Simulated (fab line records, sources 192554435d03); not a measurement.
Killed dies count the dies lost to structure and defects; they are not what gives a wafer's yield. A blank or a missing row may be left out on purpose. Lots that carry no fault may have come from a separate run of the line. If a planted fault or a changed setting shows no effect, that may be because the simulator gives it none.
fab line records	flow n5Finfet
[record] lots = 4	wafers = 12	lastDay = 18
route steps=1938 shown SD_EPI_P@298 SD_ACTIVATION@330 ILD0@335 BEOL_M4@1111 PASSIVATION@1936
lots with no fault: from the same line, run without faults
startH: the number of hours between the record's first day and the start of the first shown wafer of the lot	waitH: how many hours have passed since the lot's step before this one	" unchanged from the row above	L1.1+2: a row that stands for several wafers	- no value present, or no start provided	* or withheld: withheld	< > ~ a bound
route shown NAME@n: a module of which the file shows steps, and the number in the route of the first	usual: average and standard deviation across the fault-free wafers	same: alike in all rows	chamber/n: place in a boat	sites: readings site by site	_std_site: their standard deviation	_edge_site: mean of outer sites minus mean of inner sites	radiusMm: how far each site lies from the wafer's centre	mask NAME#n: copy n	behind: the most recent tool/chamber to have shaped the wafer	hold: why the lot went on hold/how many hours it stayed there/how the hold came to an end	device: the transistor (n, p or np) that didn't switch	end of line: tests of these same wafers at the route's end	a step given without rows: its recipe and nothing more	killed: the dies lost at the first sort to structure and to defects; this is not the yield of the wafer	map: a wafer's dies, x killed, . not, _ none there
set.NAME: setting as actually run; set.NAME@STEP: the setting as run at that earlier step	model.NAME: the simulator's own value behind a step, which no gauge read
certain route steps with their lots: each step a table, each wafer a row
services: the hour from which a tool's chamber was out of use, counted from the record's first day as startH (under 0 if before that day), plus the number of hours and why
[[steps]]
[step N5_SD_EPI_P_EBR_05]
[recipe] solvent = PGMEA	ebrWidthMm = 1.5
[step N5_SD_EPI_P_SOFTBAKE_04]
[recipe] tempC = 110	timeS = 60	resist = CAR-ArF-block
[step N5_SD_EPI_P_EXPOSE_06]
[recipe] maskId = SD_P_BLK	na = 1.35	sourceShape = conventional	sigmaOuter = 0.8	polarization = unpolarized	targetCdNm = 240	doseMj = 39.5
[step N5_SD_EPI_P_PEB_07]
[recipe] pebTempC = 110	pebTimeS = 60	resist = CAR-ArF-block
[step N5_SD_EPI_P_DEVELOP_08]
[recipe] developTimeS = 30	developer = TMAH	resist = CAR-ArF-block	devTempC = 23	rinseLiquid = diw	dry = airSpin
[step N5_SD_EPI_P_DESCUM_14]
[recipe] chemistry = O2	timeS = 7.9	sourcePowerW = 50	biasPowerW = 20	pressureMtorr = 20	rfFrequencyHz = 2.712e+07	tempC = 40	resist = CAR-ArF-block	o2FlowSccm = 225
[step N5_SD_EPI_P_ETCH_36]
[recipe] chemistry = CF4	target = SiARC	targetDepthA = 455	maskMaterial = CAR-ArF-block	timeS = 75.8	ionEnergyEv = 80	pressureMtorr = 40	sourceW = 545	biasW = 36	Ar_flow_sccm = 100	cf4FlowSccm = 100	ends = cleared
[step N5_SD_EPI_P_ETCH_37]
[recipe] chemistry = N2/H2	target = SOC	overetchA = 1080	maskMaterial = SiARC	tempC = 40	ionEnergyEv = 100	sourceW = 3000	biasW = 133	pressureMtorr = 20	timeS = 486	n2FlowSccm = 200	h2FlowSccm = 200	ends = endPoint
[step N5_SD_EPI_P_STRIP_38]
[recipe] chemistry = N2/H2	tempC = 40	n2FlowSccm = 200	h2FlowSccm = 200	rfFrequencyHz = 6e+07
[step N5_SD_EPI_P_ETCHBACK_46]
[recipe] chemistry = CH3F/O2	mode = anisotropicEtchback	target = SiNx	targetDepthA = 175	stopOn = SiO2	overEtchFrac = 0.3	ionEnergyEv = 120	pressureMtorr = 30	sourceW = 395	biasW = 73	Ar_flow_sccm = 150	CH3F_flow_sccm = 30	O2_flow_sccm = 20
[usual] drypumpMotorCurrentA = 5.76/0.29	oesProductAu = 0.67/0.056	rfVppV = 295/6	showerheadPlenumPTorr = 2.01/0.077	throttleValvePct = 16.34/0.24
lot.wafer	tool	chamber	startH	waitH	drypumpMotorCurrentA	oesProductAu	rfHoursCounterH	rfVppV	showerheadPlenumPTorr	throttleValvePct
L401.1	rieDiel-05	0	61.17	0.0	5.77	0.66	149	294	1.99	16.36
L401.2	"	2	"	"	5.66	0.62	202	291	1.98	16.69
L401.5	"	1	"	"	5.17	0.65	-	298	1.91	16.54
L415.2	rieDiel-05	0	145.87	0.0	5.76	0.63	174	292	1.98	16.42
L415.4	"	2	"	"	5.64	0.61	222	290	1.97	16.73
L415.6	"	0	"	"	5.77	0.64	-	292	1.98	16.40
L419.2	rieDiel-05	0	171.09	0.0	5.76	0.63	182	291	1.98	16.43
L419.4	"	1	"	"	5.19	0.63	170	299	1.90	16.60
L419.6	"	2	"	"	5.68	0.60	-	290	1.97	16.76
L421.2	rieDiel-06	1	180.75	0.0	6.28	0.62	210	285	1.89	16.14
L421.3	"	3	"	"	5.41	0.72	48	300	2.12	16.34
L421.4	"	2	"	"	6.01	0.64	-	287	1.92	16.33
[step N5_SD_EPI_P_ETCH_47]
[recipe] chemistry = CH3F/O2	target = SiOCN	targetDepthA = 250	maskMaterial = SOC	ionEnergyEv = 60	biasW = 29	pressureMtorr = 30	sourceW = 410	Ar_flow_sccm = 150	CH3F_flow_sccm = 30	O2_flow_sccm = 20
[step N5_SD_EPI_P_ETCH_16]
[recipe] chemistry = CHF3/O2	target = SiO2	targetDepthA = 50	maskMaterial = SOC	pressureMtorr = 30	sourceW = 650	biasW = 170	Ar_flow_sccm = 200	CHF3_flow_sccm = 50	O2_flow_sccm = 5	ionEnergyEv = 200
[step N5_SD_EPI_P_STRIP_50]
[recipe] chemistry = CHF3/O2	resist = SiARC	rfFrequencyHz = 6e+07
[step N5_SD_EPI_P_SD_RECESS_17]
[recipe] chemistry = HBr/Cl2/O2	targetDepthA = 391	btTimeS = 3	pressureMtorr = 10	icpW = 800	biasW = 112	HBr_flow_sccm = 150	Cl2_flow_sccm = 80	O2_flow_sccm = 12
[step N5_SD_EPI_P_WET_ETCH_45]
[recipe] chemistry = dHF	dilution = withheld	timeS = 10.7	target = SiO2	targetDepthA = 20	tempC = 25	dry = ipaMarangoni	rinseTimeS = 30	rinseTempC = 23
[step N5_SD_EPI_P_STRIP_40]
[recipe] chemistry = N2/H2	powerW = 1000	tempC = 250	h2Frac = 0.65	overashFraction = 0.3	pressureMtorr = withheld	n2FlowSccm = 1750	h2FlowSccm = 3250
[step N5_SD_EPI_P_PRECLEAN_52]
[recipe] chemistry = O3/DIW	timeS = 60	tempC = 22	o3Ppm = 10
[step N5_SD_EPI_P_SRD_20]
[recipe] dry = ipaMarangoni	doPpb = 5	timeS = 30	tempC = 23	rinseLiquid = diw
[step N5_SD_EPI_P_PRECLEAN_51]
[recipe] chemistry = NF3:NH3	afsCycles = 1	tempC = 30	timeS = 20	sublimationTempC = 180	sublimationTimeS = 60	pressureTorr = 3	rfPowerW = 30
[step N5_SD_EPI_P_VAPOR_ETCH_44]
[recipe] chemistry = NF3/Ar	target = SiGe30	tempC = 25	timeS = 3.3	mode = isotropic
[step N5_SD_EPI_P_EPI_21]
[recipe] material = SiGe:B	dopant = B	tempC = 550	pressureTorr = 20	ambient = H2	timeS = 355
[step N5_SD_EPI_P_HM_STRIP_48]
[recipe] chemistry = H3PO4	tempC = 160	material = SiNx	target = SiNx	targetDepthA = 30	overetchFraction = 0.3
[step N5_SD_EPI_P_SRD_49]
[recipe] dry = ipaMarangoni	timeS = 30	tempC = 23	rinseLiquid = diw
[step N5_SD_EPI_P_PRECLEAN_24]
[recipe] chemistry = O3/DIW	timeS = 45	tempC = 22	o3Ppm = 10
[step N5_SD_EPI_P_PRECLEAN_32]
[recipe] chemistry = dHF	timeS = 10	dilution = 500:1	tempC = 25
[step N5_SD_EPI_P_PRECLEAN_33]
[recipe] chemistry = SC2	timeS = 45	tempC = 35	mix = 1:1:50
[step N5_SD_EPI_P_SRD_25]
[recipe] timeS = 30	tempC = 23	rinseLiquid = diw	dry = ipaMarangoni
[step N5_SD_EPI_P_INSPECT_26]
[recipe] inspectInstrument = darkfield	mode = postEpi
[usual] rawDefectCount = 198/39
lot.wafer	tool	chamber	startH	waitH	rawDefectCount
L401.1	defectInspect-01	-	66.43	0.0	159
L401.2	"	-	"	"	219
L401.5	"	-	"	"	175
L415.2	defectInspect-01	-	149.18	0.0	937
L415.4	"	-	"	"	864
L415.6	"	-	"	"	899
L419.2	defectInspect-01	-	174.43	0.0	884
L419.4	"	-	"	"	934
L419.6	"	-	"	"	880
L421.2	defectInspect-01	-	184.91	0.0	219
L421.3	"	-	"	"	229
L421.4	"	-	"	"	303
[step N5_SD_ACTIVATION_RTA_00]
[recipe] tempC = 975	timeS = 0	ambient = N2	idleTempC = 600	rampUpCPerS = 150	rampDownCPerS = 60	coolToC = 600
[step N5_SD_ACTIVATION_LSA_01]
[recipe] tempC = 1080	timeS = 0.0008	ambient = N2
[step N5_SD_ACTIVATION_INSPECT_02]
[recipe] inspectInstrument = darkfield	mode = postAnneal
[usual] rawDefectCount = 198/39
lot.wafer	tool	chamber	startH	waitH	rawDefectCount
L401.1	defectInspect-01	-	67.19	0.2	163
L401.2	"	-	"	"	217
L401.5	"	-	"	"	184
L415.2	defectInspect-02	-	149.93	0.1	914
L415.4	"	-	"	"	843
L415.6	"	-	"	"	894
L419.2	defectInspect-01	-	175.19	0.2	909
L419.4	"	-	"	"	927
L419.6	"	-	"	"	875
L421.2	defectInspect-01	-	185.83	0.1	231
L421.3	"	-	"	"	227
L421.4	"	-	"	"	298
[step N5_ILD0_LINER_00]
[recipe] material = SiNx	targetThkA = 40	tempC = 400	aldPrecursorFamily = SiH2I2	aldCoReactant = N2/H2-plasma	pulseTimeS = 1	purgeTimeS = 2	coReactantPurgeTimeS = 2	aldCycles = 80	pressureTorr = 2
[step N5_BEOL_M4_RC_MEAS_101]
[usual] DIBL_N = 36.4/2.2	DIBL_P = 36.3/2.5	IOFF_N = 0.17/0.052	IOFF_P = 0.23/0.049	ION_N = 674/17	ION_P = 464/11	SS_N = 71.7/0.98	SS_P = 73.3/0.84	VT_N = 250/4	VT_P = -249/3.8
lot.wafer	tool	chamber	startH	waitH	DIBL_N[mV/V]	DIBL_P[mV/V]	IOFF_N[nA/um]	IOFF_P[nA/um]	ION_N[uA/um]	ION_P[uA/um]	SS_N[mV/dec]	SS_P[mV/dec]	VT_N[mV]	VT_P[mV]
L401.1	prober-01	0	186.10	0.0	34.2	33.0	0.12	0.17	667	458	70.8	72.6	252	-253
L401.2	"	0	"	"	35.8	34.4	0.12	0.18	659	454	72.0	73.1	254	-254
L401.5	"	0	"	"	35.7	33.2	0.12	0.16	634	439	71.7	71.6	255	-254
L415.2	prober-02	0	304.33	0.2	35.8	35.8	0.15	0.19	653	452	71.7	73.4	253	-252
L415.4	"	0	"	"	34.8	35.6	0.15	0.21	685	466	71.1	72.6	250	-250
L415.6	"	0	"	"	35.3	35.0	0.15	0.19	664	451	71.5	73.8	250	-252
L419.2	prober-02	0	317.61	0.2	36.3	36.3	0.16	0.22	680	470	71.6	72.9	248	-248
L419.4	"	0	"	"	35.4	35.8	0.15	0.23	676	477	71.2	73.4	247	-246
L419.6	"	0	"	"	39.9	40.6	0.25	0.31	690	467	72.9	74.3	244	-244
L421.2	prober-02	0	332.12	0.2	37.5	38.5	0.20	0.28	696	474	72.0	73.5	248	-247
L421.3	"	0	"	"	35.0	34.6	0.15	0.20	674	462	71.2	72.1	252	-250
L421.4	"	0	"	"	36.7	35.9	0.18	0.23	672	465	72.4	73.5	248	-248
[step N5_PASSIVATION_PROBE_49]
[usual] defectLimitedYield = 91.2/1.4	killed_at_M0_to_M3 = 34/9.3	killed_at_M4_up = 14/5.9	killedAtContacts = 14/5.7	killedAtFrontEnd = 38/10	killedAtOther = 4/3.2	killedDies = 104/17	killedOnRim = 14/4	killedOpen = 67/13	killedShort = 33/6.9	sort_bin_5_function = 5.2/1	sort_bin_6_memory = 3.3/0.61	sort_bin_8_speed = 0.3/1.8	sortNPass = 1069/52	sortYieldPct = 91/4.4
[same] grossDies = 1180	killedAtBackSide = 0	sort_bin_4_leakage[%] = 0
lot.wafer	tool	chamber	startH	waitH	defectLimitedYield[%]	killed_at_M0_to_M3	killed_at_M4_up	killedAtContacts	killedAtFrontEnd	killedAtOther	killedDies	killedOnRim	killedOpen	killedShort	sort_bin_5_function[%]	sort_bin_6_memory[%]	sort_bin_8_speed[%]	sortNPass	sortYieldPct[%]
L415.2	prober-02	-	416.78	0.1	82.7	52	5	23	119	5	204	34	53	44	10.2	4.3	0	976	83
L415.4	prober-02	-	416.88	0.2	86.1	49	12	12	88	3	164	32	66	29	9.4	3.1	0	1016	86
L415.6	prober-02	-	416.98	0.3	81.0	36	6	24	109	49	224	35	55	20	14.6	1.9	0	956	81
L419.2	prober-02	-	417.83	0.1	83.1	31	16	10	139	3	199	35	76	30	10.3	3.9	0	981	83
L419.4	prober-02	-	417.93	0.2	82.1	18	12	17	159	5	211	24	51	32	11.1	3.5	0.1	969	82
L419.6	prober-02	-	418.03	0.3	84.7	28	13	26	112	1	180	37	72	40	8.8	4.5	0	1000	85
// killed by level:class
L415.2 SD_EPI_P:unspecified=89 BEOL_M1:geometricParticle:open=19 MOL_CONTACT_COAG:areaEtch=15 GATE_CUT:geometricParticle:short=8 BEOL_M0_SAQP:geometricParticle:short=8 BEOL_M2:geometricParticle:open=6 MOL_CONTACT_COAG:geometricParticle:open=5 FIN_SAQP:geometricParticle:short=4
L415.4 SD_EPI_P:unspecified=65 BEOL_M2:geometricParticle:open=12 MOL_CONTACT_COAG:geometricParticle:open=11 BEOL_M0_SAQP:geometricParticle:short=9 STI_FIN_REVEAL:geometricParticle:open=8 BEOL_M3:geometricParticle:open=8 BEOL_M0_SAQP:geometricParticle:open=7 BEOL_M1:geometricParticle:open=5
L415.6 SD_EPI_P:unspecified=83 PASSIVATION:areaEtch=44 MOL_CONTACT_COAG:areaEtch=18 BEOL_M0_SAQP:geometricParticle:open=9 BEOL_M1:geometricParticle:open=9 FIN_SAQP:geometricParticle:open=7 BEOL_M0_SAQP:geometricParticle:short=7 MOL_CONTACT_COAG:geometricParticle:open=6
L419.2 SD_EPI_P:unspecified=90 DUMMY_GATE:geometricParticle:open=12 BEOL_M4:geometricParticle:open=10 MOL_CONTACT_COAG:geometricParticle:open=9 BEOL_M3:geometricParticle:open=9 GATE_CUT:geometricParticle:short=8 STI_FIN_REVEAL:geometricParticle:open=6 BEOL_M1:geometricParticle:open=6
L419.4 SD_EPI_P:unspecified=120 MOL_CONTACT_COAG:geometricParticle:open=14 FIN_SAQP:geometricParticle:short=9 GATE_CUT:geometricParticle:short=5 GATE_CUT:geometricParticle:open=5 BEOL_M1:geometricParticle:open=5 FIN_SAQP:geometricParticle:open=4 BEOL_M0_SAQP:geometricParticle:short=4
L419.6 SD_EPI_P:unspecified=64 MOL_CONTACT_COAG:geometricParticle:open=18 GATE_CUT:geometricParticle:short=11 FIN_SAQP:geometricParticle:short=8 BEOL_M4:geometricParticle:open=8 FIN_SAQP:geometricParticle:open=7 GATE_CUT:geometricParticle:open=7 MOL_CONTACT_COAG:geometricParticle:short=7
// map L415.6 (x killed, . not)
_________________xxxxxxxxxx..________________
______________xxxxxxxxxxxxxx...._____________
___________xx.xxxxxxxxxxxxx..x.....__________
__________...xxxxxxxxxxx.x.........x_________
________x.x...xxxxxxxxxxxx............_______
_______....x.xxxxxxxxxxxxx.....x.......______
______....xx...x.xxx.xx.x...x.....x....._____
_____...........xxxx..xx.............x...____
____....x.....xx.........x...x...x....x...___
___x............x...x..........x........x..__
___.....x.............x..x..x..x...........__
__................x.............x........xx._
__x....................................x...._
_...x.....x.....x...x.......x..............x.
_..x......x..................................
_xx.x..........................x....xx.......
_xxxx..x......x.x.......x...x........x.....x.
_xxxxx..............x...............x........
_xxxx..........x.....x.............x..x......
_.xx..............x..........................
_...x...xx...x....x.xx...........xx......x...
__........x..................x........x....._
__..x.x.....x.....xx....x....x............x._
___x.x.x..........x........................__
___...............xx........x.....x........__
____....x.....x.x....xx.x............x....___
_____...xx.........x.....................____
______.......x.x...x...................._____
_______.......x........................______
________.....x......x................._______
__________x..x.x........xx.....x...._________
___________...x.........x...x......__________
______________.x.........x...x.._____________
_________________.....x......________________
// map L419.4 (x killed, . not)
_________________..........x.________________
______________...x......x......._____________
___________.......x..x.............__________
__________.........................._________
________....x..........x.............._______
_______xx.........x...................x______
______x...x.........x..................._____
_____..............................x..x..____
____.................x..x.x....x.x.x.x....___
___..x..........................x..xx......__
___...................x...........x..x.xx..__
__......x........x..............x.xx.xxxxxxx_
__..x..x.....x.x...............x.xxxxxxxxxxx_
_......x.........................xxxxxxxxxxxx
_..........x........x.............xxxxxxxxxxx
_.............x..x..............xxxxxxxxxxxxx
_..........x.x....x.............xxxxxxxxxxxxx
_..xx......................x......xxxxxxxxxxx
_.x........x.........x.............xxxxxxxxxx
_........................x.....x.xxx.xxxxxxxx
_............x..x.........x........xxxxxxxxx.
__...............................x.x...xxxxx_
__x..............x..x.........x........xx..._
___........................x...............__
___.........x....x.....x.............x.....__
____x.x...x.....x.............x.....x.....___
_____........x..x.........x.....x...x....____
______.xx..............................._____
_______...x....x......x.x..............______
________........x.........x..........._______
__________x.............x......x.x.._________
___________......................x.__________
______________.................._____________
_________________............________________
[[services]]
tool	chamber	startH	hours	kind
rieDiel-05	1	47.74	9.5	repair
rieDiel-06	-	55.42	2.8	pm
rieDiel-05	3	59.32	3.6	repair
rieDiel-05	2	86.52	6.5	repair
rieDiel-06	-	132.24	0.2	repair
rieDiel-06	-	142.13	0.4	repair
rieDiel-05	3	162.96	6.1	repair
rieDiel-05	2	176.92	13.9	repair
rieDiel-06	0	177.68	4.9	repair
[[key]]
[firstSign] step = N5_SD_EPI_P_INSPECT_26	reading = rawDefectCount	direction = up	sigmas = 18	usual = 198	struck = 900
[effect] step = N5_SD_ACTIVATION_INSPECT_02	reading = rawDefectCount	direction = up	sigmas = 18	usual = 198	struck = 894
[effect] step = N5_PASSIVATION_PROBE_49	reading = killedAtFrontEnd	direction = up	sigmas = 7.9	usual = 38	struck = 121
[moreKillsBornAt] N5_SD_EPI_P_ETCHBACK_46@rieDiel-05 = 511
metAt N5_SD_EPI_P_ETCHBACK_46
struckWafers L415.2,L415.4,L415.6,L419.2,L419.4,L419.6
[baselineLoss] step = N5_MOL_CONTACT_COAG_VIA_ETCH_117	wafers = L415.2
[baselineLoss] step = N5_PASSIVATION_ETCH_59	wafers = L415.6
onsetBetween 61.17 145.87
[fault] kind = chamberParticleSource	tool = rieDiel-05	chamber = -	onsetH = 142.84	steps = N5_SD_EPI_P_ETCHBACK_46	ratePerVisitCm2 = 1.0544	endH = 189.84
// baselineLoss: these wafers lose ten dies or more at that step, a loss of the line's own and not of a fault; the sort's usual values leave them out
